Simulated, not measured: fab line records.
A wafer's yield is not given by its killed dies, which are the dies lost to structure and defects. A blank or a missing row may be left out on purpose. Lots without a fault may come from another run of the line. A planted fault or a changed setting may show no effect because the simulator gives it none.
Which tool is to blame? | flow nand harc | at 1 step of a route of 1302, 6 lots with 18 wafers sampled

## WHAT EACH GAUGE READ, for each wafer
NHARC_P_GATE_INSPECT_68.
lot  | measured     | on                | raw defect count
L620 | day 6 12:44  | defect inspect-01 | 159 212 134
L623 | day 8 04:17  | defect inspect-02 | 145 92 67
L625 | day 9 02:55  | defect inspect-01 | 190 280 248
L627 | day 9 22:25  | defect inspect-01 | 475 263 447
L635 | day 13 04:17 | defect inspect-02 | 358 255 340
L640 | day 14 23:11 | defect inspect-02 | 218 117 109

## EACH LOT AND THE TOOL THAT RAN IT (in order: tool; ch and the chambers of the sampled wafers; start)
There is no process step in the record ahead of these readings.

## THE ANSWER, worked out from the rows above alone
Rule: what is usual is taken from the lots themselves. Put in order of their means at a reading, lots are off if they are a third of the lots or fewer, leave a main group of 4 or more, and stand apart from it by a gap of 3 or more times the standard deviation of the main group's means; of several such gaps the widest counts. A main group whose means are all the same, to the digits that the tables above print for the reading, isn't used. A lot without any number at a reading at which 4 lots or more have one is off too. Where the step has rows for the other lots, those lots are counted as sound.
Nothing can be told from this: no lot is off at any reading shown.

## WHAT WAS PUT IN BY THE SIMULATOR
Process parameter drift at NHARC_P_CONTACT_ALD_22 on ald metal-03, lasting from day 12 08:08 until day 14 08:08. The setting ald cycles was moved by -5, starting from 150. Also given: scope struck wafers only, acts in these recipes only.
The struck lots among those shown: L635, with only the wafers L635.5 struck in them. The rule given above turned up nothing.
